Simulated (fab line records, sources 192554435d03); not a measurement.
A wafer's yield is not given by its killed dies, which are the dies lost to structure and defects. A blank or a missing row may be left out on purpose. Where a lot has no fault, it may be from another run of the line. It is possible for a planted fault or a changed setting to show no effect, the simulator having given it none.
Matching of chambers / flow n5Finfet / cmp-01 running N5_GATE_CUT_CMP_61: 4 sister chambers
The step polishes, stops on SiNx, t overpolish 3 s. 8 wafers are shown with their chamber, then 9 later ones without.

EACH WAFER AND ITS CHAMBER
wafer=L083.3; chamber=0; motorCurrentA (A)=11.1; platenRpm (rpm)=27.085
wafer=L085.5; chamber=3; motorCurrentA (A)=12.0; platenRpm (rpm)=27.100
wafer=L087.2; chamber=1; motorCurrentA (A)=11.1; platenRpm (rpm)=27.107
wafer=L087.3; chamber=0; motorCurrentA (A)=10.6; platenRpm (rpm)=27.083
wafer=L087.6; chamber=1; motorCurrentA (A)=11.5; platenRpm (rpm)=27.117
wafer=L087.1; chamber=3; motorCurrentA (A)=12.5; platenRpm (rpm)=27.069
wafer=L087.4; chamber=2; motorCurrentA (A)=12.7; platenRpm (rpm)=27.108
wafer=L087.5; chamber=2; motorCurrentA (A)=12.3; platenRpm (rpm)=27.116

WAFERS WITHOUT THEIR CHAMBER
wafer=L090.1; motorCurrentA (A)=11.7; platenRpm (rpm)=27.089
wafer=L090.2; motorCurrentA (A)=11.7; platenRpm (rpm)=27.079
wafer=L090.6; motorCurrentA (A)=11.3; platenRpm (rpm)=27.088
wafer=L093.1; motorCurrentA (A)=11.9; platenRpm (rpm)=27.099
wafer=L093.4; motorCurrentA (A)=12.0; platenRpm (rpm)=27.131
wafer=L093.5; motorCurrentA (A)=11.4; platenRpm (rpm)=27.101
wafer=L094.1; motorCurrentA (A)=12.2; platenRpm (rpm)=27.068
wafer=L094.5; motorCurrentA (A)=11.7; platenRpm (rpm)=27.098
wafer=L094.6; motorCurrentA (A)=12.6; platenRpm (rpm)=27.091

CHAMBER TAKEN BY EACH
wafer=L090.1; from the rows above=can't be placed: 3 or 1 or 0 or 2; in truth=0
wafer=L090.2; from the rows above=can't be placed: 3 or 0 or 1 or 2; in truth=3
wafer=L090.6; from the rows above=can't be placed: 0 or 1 or 3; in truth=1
wafer=L093.1; from the rows above=can't be placed: 3 or 1 or 2 or 0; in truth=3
wafer=L093.4; from the rows above=can't be placed: 2 or 1 or 3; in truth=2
wafer=L093.5; from the rows above=can't be placed: 1 or 0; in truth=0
wafer=L094.1; from the rows above=3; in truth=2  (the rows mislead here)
wafer=L094.5; from the rows above=can't be placed: 1 or 3 or 2 or 0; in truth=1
wafer=L094.6; from the rows above=can't be placed: 3 or 2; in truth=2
0 of 9 placed correctly. Unplaceable from these rows: 8, with the true chamber sitting among the candidates in 8. Number placed wrongly: 1.
How it was worked out, from the rows above alone: a wafer's distance from a chamber is the root of the sum, over the readings, of the square of ((its reading less the chamber's mean) divided by the reading's scatter). The wafer belongs to the nearest chamber; if the next one is less than 2 further off, it can't be placed. Each chamber's mean is taken over the wafers shown for it. How the scatter is found: for the shown wafers, subtract from each reading the mean of its chamber, square and add these, divide the total by (wafers less chambers), then take the root.
